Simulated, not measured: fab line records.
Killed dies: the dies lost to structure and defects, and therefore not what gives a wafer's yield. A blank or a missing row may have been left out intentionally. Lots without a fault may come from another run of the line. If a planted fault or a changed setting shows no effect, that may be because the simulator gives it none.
fab line records	flow n5-finfet
record lots=14	wafers=42	last-day=18
route steps=1938 shown BEOL_M11@1589 BEOL_M12@1609
lots that met no fault: taken from a fault-free run of the same line
start-h: the number of hours between the record's first day and the start of the first shown wafer of the lot	wait-h: hours elapsed since this lot's preceding step	" as in the row above	L1.1+2: a single row standing in for several wafers	- either no value or no given start	* or withheld: withheld	< > ~ a bound
route shown NAME@n: names a module that has steps shown in the file, with the first one's number in the route	usual: average and standard deviation across the fault-free wafers	same: alike in all rows	chamber/n: place in a boat	sites: per-site readings	_std_site: the values' standard deviation	_edge_site: the outer-site mean with the inner-site mean subtracted	radius-mm: how far each site lies from the wafer's centre	mask NAME#n: copy n	behind: the tool/chamber that last shaped the wafer	hold: the reason the lot was held/the length of the hold in hours/how it ended	device: the transistor (n, p or np) that didn't switch	end of line: the same wafers' tests at the end of the route	a step with no rows: only its recipe	killed: at the first sort, the dies lost to defects and structure; wafer yield is something else	map: per-die view of a wafer (x killed, . not killed, _ where there is no die)
set.NAME: the setting that was run; set.NAME@STEP: the one run at that earlier step	model.NAME: the simulator's own value behind a step, which no gauge read
route steps across a sampled set of lots; one table per step, one row per wafer
services: a tool's chamber out of use, with start hour (start-h, from the record's first day; less than 0 if before it), hours out, and reason
## steps
# step N5_BEOL_M11_PRE_CLEAN_45
# recipe gas=H2/He	time-s=30	temp-c=250
# usual heater-power-w=318/37
lot.wafer	tool	chamber	start-h	wait-h	heater-power-w
L184.2	pvd-sputter-01	-	273.22	0.0	354
L184.3	"	-	"	"	310
L184.5	"	-	"	"	384
L183.1	pvd-sputter-02	-	278.21	0.0	295
L183.3	"	-	"	"	301
L183.6	"	-	"	"	317
L186.1	pvd-sputter-01	-	290.06	0.0	358
L186.4	"	-	"	"	378
L186.6	"	-	"	"	264
L189.2	pvd-sputter-03	-	302.94	0.0	300
L189.4	"	-	"	"	293
L189.6	"	-	"	"	295
L187.1	pvd-sputter-01	-	303.02	0.0	262
L187.2	"	-	"	"	296
L187.4	"	-	"	"	357
L188.1	pvd-sputter-01	-	303.32	0.0	267
L188.3	"	-	"	"	299
L188.4	"	-	"	"	359
L193.2	pvd-sputter-03	-	315.82	0.0	322
L193.4	"	-	"	"	308
L193.6	"	-	"	"	298
L197.1	pvd-sputter-01	-	342.82	0.0	269
L197.2	"	-	"	"	383
L197.4	"	-	"	"	304
L198.1	pvd-sputter-03	-	362.22	0.0	332
L198.4	"	-	"	"	306
L198.6	"	-	"	"	336
L200.2	pvd-sputter-03	-	382.57	0.0	308
L200.3	"	-	"	"	335
L200.5	"	-	"	"	300
L199.1	pvd-sputter-03	-	382.93	0.0	297
L199.2	"	-	"	"	318
L199.4	"	-	"	"	335
L203.1	pvd-sputter-02	-	388.95	0.0	321
L203.3	"	-	"	"	354
L203.4	"	-	"	"	303
L202.3	pvd-sputter-01	-	389.25	0.0	390
L202.4	"	-	"	"	301
L202.5	"	-	"	"	352
L204.1	pvd-sputter-01	-	389.85	0.0	262
L204.3	"	-	"	"	303
L204.4	"	-	"	"	388
# step N5_BEOL_M11_SPUTTER_48
# recipe material=Cu	target-thk-a=120	temp-c=-20	bias-v=60	power-w=26000	chamber-pressure-pa=0.13	time-s=2
# usual throttle-valve-pct=30.1/1.5
lot.wafer	tool	chamber	start-h	wait-h	throttle-valve-pct
L184.2	pvd-sputter-01	-	273.94	0.1	31.3
L184.3	"	-	"	"	29.2
L184.5	"	-	"	"	31.3
L183.1	pvd-sputter-01	-	278.72	0.1	31.1
L183.3	"	-	"	"	29.8
L183.6	"	-	"	"	29.6
L186.1	pvd-sputter-01	-	290.80	0.2	29.5
L186.4	"	-	"	"	33.4
L186.6	"	-	"	"	31.5
L189.2	pvd-sputter-03	-	303.56	0.1	29.7
L189.4	"	-	"	"	28.2
L189.6	"	-	"	"	28.1
L187.1	pvd-sputter-01	-	303.72	0.1	29.4
L187.2	"	-	"	"	30.5
L187.4	"	-	"	"	33.1
L188.1	pvd-sputter-03	-	304.17	0.1	30.9
L188.3	"	-	"	"	28.2
L188.4	"	-	"	"	29.7
L193.2	pvd-sputter-03	-	316.40	0.1	28.0
L193.4	"	-	"	"	30.7
L193.6	"	-	"	"	30.0
L197.1	pvd-sputter-03	-	343.60	0.1	28.2
L197.2	"	-	"	"	29.8
L197.4	"	-	"	"	30.7
L198.1	pvd-sputter-02	-	362.98	0.1	30.4
L198.4	"	-	"	"	28.4
L198.6	"	-	"	"	28.4
L200.2	pvd-sputter-01	-	383.34	0.1	31.5
L200.3	"	-	"	"	30.6
L200.5	"	-	"	"	31.3
L199.1	pvd-sputter-03	-	383.53	0.1	28.4
L199.2	"	-	"	"	28.0
L199.4	"	-	"	"	30.9
L203.1	pvd-sputter-01	-	389.61	0.2	29.3
L203.3	"	-	"	"	30.2
L203.4	"	-	"	"	31.3
L202.3	pvd-sputter-01	-	389.97	0.1	31.2
L202.4	"	-	"	"	30.4
L202.5	"	-	"	"	30.6
L204.1	pvd-sputter-01	-	390.45	0.1	33.0
L204.3	"	-	"	"	31.3
L204.4	"	-	"	"	29.3
# step N5_BEOL_M12_PEB_08
# recipe peb-temp-c=130	peb-time-s=90
# usual chill-plate-temp-C=22.98/0.1	exhaust-pa=44.9/0.85
lot.wafer	tool	chamber	start-h	wait-h	chill-plate-temp-C	exhaust-pa
L184.2	litho-track-01	0	275.47	0.0	22.98	44.7
L184.3	"	0	"	"	23.07	45.0
L184.5	"	0	"	"	23.02	43.8
L183.1	litho-track-02	0	280.05	0.1	23.07	45.2
L183.3	"	0	"	"	23.01	44.7
L183.6	"	0	"	"	23.00	45.5
L186.1	litho-track-02	0	292.26	0.1	22.94	44.7
L186.4	"	0	"	"	22.98	45.0
L186.6	"	0	"	"	23.10	44.3
L189.2	litho-track-02	0	305.37	0.0	22.95	44.4
L189.4	"	0	"	"	22.93	44.6
L189.6	"	0	"	"	22.96	46.3
L187.1	litho-track-02	0	305.76	0.1	22.91	45.3
L187.2	"	0	"	"	22.95	45.1
L187.4	"	0	"	"	23.05	45.6
L188.1	litho-track-04	-	306.84	0.1	-	-
L188.3	"	-	"	"	-	-
L188.4	"	-	"	"	-	-
L193.2	litho-track-02	-	317.85	0.0	-	-
L193.4	"	-	"	"	-	-
L193.6	"	-	"	"	-	-
L197.1	litho-track-02	0	345.18	0.1	23.02	46.5
L197.2	"	0	"	"	23.14	45.2
L197.4	"	0	"	"	22.95	46.9
L198.1	litho-track-01	0	364.30	0.1	23.05	43.7
L198.4	"	0	"	"	23.03	45.7
L198.6	"	0	"	"	23.03	45.1
L200.2	litho-track-04	0	384.83	0.0	23.02	44.8
L200.3	"	0	"	"	23.02	45.5
L200.5	"	0	"	"	22.92	45.4
L199.1	litho-track-01	0	384.99	0.1	22.93	44.6
L199.2	"	0	"	"	22.89	45.2
L199.4	"	0	"	"	22.89	44.8
L203.1	litho-track-02	0	391.34	0.1	22.90	46.0
L203.3	"	0	"	"	22.96	43.1
L203.4	"	0	"	"	22.87	43.6
L202.3	litho-track-02	0	391.61	0.0	23.04	44.4
L202.4	"	0	"	"	23.01	45.8
L202.5	"	0	"	"	23.02	45.7
L204.1	litho-track-01	0	392.28	0.1	22.91	45.5
L204.3	"	0	"	"	22.91	45.0
L204.4	"	0	"	"	23.02	46.0
# step N5_BEOL_M12_ETCH_59
# recipe chemistry=N2/H2	target=BARC	target-depth-a=890	overetch-a=267	time-s=67.9	ion-energy-ev=200	pressure-mtorr=30	source-w=840	bias-w=150	n2-flow-sccm=200	h2-flow-sccm=200
# usual drypump-motor-current-A=5.7/0.38	oes-product-au=0.69/0.052	rf-vpp-V=524/3.6	showerhead-plenum-p-Torr=2.56/0.12	throttle-valve-pct=17.90/0.25
lot.wafer	tool	chamber	start-h	wait-h	drypump-motor-current-A	oes-product-au	rf-hours-counter-h	rf-vpp-V	showerhead-plenum-p-Torr	throttle-valve-pct
L184.2	rie-diel-01	1	277.09	0.0	5.8	0.71	94	522	2.48	17.96
L184.3	"	3	"	"	6.5	0.71	68	528	2.68	17.94
L184.5	"	3	"	"	6.5	0.71	-	528	2.68	17.97
L183.1	rie-diel-01	2	280.62	0.0	5.1	0.74	44	522	2.46	17.40
L183.3	"	1	"	"	5.9	0.71	96	522	2.48	17.95
L183.6	"	3	"	"	6.5	0.71	-	529	2.68	17.96
L186.1	rie-diel-03	0	292.94	0.0	5.6	0.75	38	528	2.70	17.60
L186.4	"	1	"	"	5.5	0.70	91	528	2.70	18.08
L186.6	"	2	"	"	5.6	0.79	-	528	2.73	17.81
L189.2	rie-diel-03	3	305.61	0.0	6.4	0.59	232	523	2.49	17.63
L189.4	"	1	"	"	5.5	0.70	96	527	2.70	18.11
L189.6	"	3	"	"	6.4	0.58	-	524	2.49	17.62
L187.1	rie-diel-03	0	306.00	0.0	5.7	0.74	43	528	2.70	17.62
L187.2	"	1	"	"	5.5	0.70	96	527	2.70	18.10
L187.4	"	2	"	"	5.7	0.78	16	529	2.73	17.82
L188.1	rie-diel-01	0	307.63	0.0	5.7	0.71	67	520	2.48	17.90
L188.3	"	3	"	"	6.5	0.71	77	528	2.67	17.98
L188.4	"	1	"	"	5.8	0.71	104	521	2.48	17.98
L193.2	rie-diel-05	2	318.11	0.0	5.6	0.68	105	527	2.65	17.73
L193.4	"	3	"	"	5.5	0.75	29	524	2.60	17.83
L193.6	"	1	"	"	5.5	0.71	-	523	2.48	17.89
L197.1	rie-diel-05	0	345.42	0.0	5.6	0.63	171	517	2.34	18.38
L197.2	"	3	"	"	5.5	0.73	39	525	2.60	17.84
L197.4	"	1	"	"	5.6	0.71	72	521	2.48	17.89
L198.1	rie-diel-01	1	364.54	0.0	5.8	0.68	128	521	2.47	18.02
L198.4	"	3	"	"	6.5	0.68	-	527	2.66	18.05
L198.6	"	1	"	"	5.8	0.68	-	521	2.47	18.00
L200.2	rie-diel-05	0	385.06	0.0	5.5	0.63	185	517	2.34	18.40
L200.3	"	1	"	"	5.5	0.70	86	523	2.47	17.93
L200.5	"	1	"	"	5.6	0.68	-	524	2.47	17.92
L199.1	rie-diel-01	3	385.22	0.0	6.5	0.66	114	527	2.66	18.04
L199.2	"	2	"	"	5.1	0.69	90	522	2.44	17.49
L199.4	"	2	"	"	5.1	0.69	-	522	2.44	17.48
L203.1	rie-diel-03	3	391.86	0.0	6.5	0.80	8	522	2.48	17.22
L203.3	"	1	"	"	5.4	0.67	129	527	2.68	18.17
L203.4	"	2	"	"	5.7	0.73	50	528	2.71	17.89
L202.3	rie-diel-05	1	391.90	0.0	5.6	0.68	90	523	2.47	17.94
L202.4	"	0	"	"	5.5	0.62	189	516	2.34	18.41
L202.5	"	0	"	"	5.5	0.62	-	516	2.34	18.41
L204.1	rie-diel-05	0	392.52	0.0	5.6	0.62	189	518	2.33	18.40
L204.3	"	1	"	"	5.5	0.69	90	522	2.47	17.94
L204.4	"	2	"	"	5.7	0.67	127	528	2.64	17.81
## services
tool	chamber	start-h	hours	kind
rie-diel-03	-	255.51	15.6	pm
rie-diel-05	-	266.94	15.6	pm
rie-diel-01	-	288.94	2.8	pm
rie-diel-05	0	293.56	3.4	repair
litho-track-04	-	321.31	-	consumable-replace:filter
litho-track-01	-	345.96	-	consumable-replace:filter
rie-diel-03	3	348.27	-	clean
rie-diel-03	3	348.27	-	consumable-replace:focus-ring
rie-diel-03	3	348.27	19.9	scheduled-down
rie-diel-03	3	348.27	19.9	vent-cycle
pvd-sputter-03	-	353.36	1.1	repair
pvd-sputter-03	-	355.01	3.2	repair
litho-track-02	-	361.12	-	consumable-replace:filter
rie-diel-05	2	381.55	8.7	repair
rie-diel-01	2	385.76	11.6	repair
## key
first-sign step=N5_BEOL_M12_PEB_08	reading=tool-record	direction=missing
effect none on later readings
met-at N5_BEOL_M12_PEB_08
struck-lots L188,L193
later-rows-left-out L188.1,L188.3,L188.4,L193.2,L193.4,L193.6
sort-left-out L188.1,L188.3,L188.4,L193.2,L193.4,L193.6
not-acting-at N5_BEOL_M11_PRE_CLEAN_45,N5_BEOL_M11_SPUTTER_48,N5_BEOL_M12_ETCH_59
onset-between 305.76 306.84
fault kind=skipped-step-whole	tool=litho-track-02,litho-track-04	chamber=-	onset-h=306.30	steps=N5_BEOL_M12_PEB_08	scope=struck-lots-only
# sort-left-out: the simulated sort isn't trusted on such a fault, so these wafers' sort isn't shown, and their yield isn't known
# later-rows-left-out: the simulator's readings of these wafers behind a module that went badly wrong aren't trusted and aren't shown, but for the sort
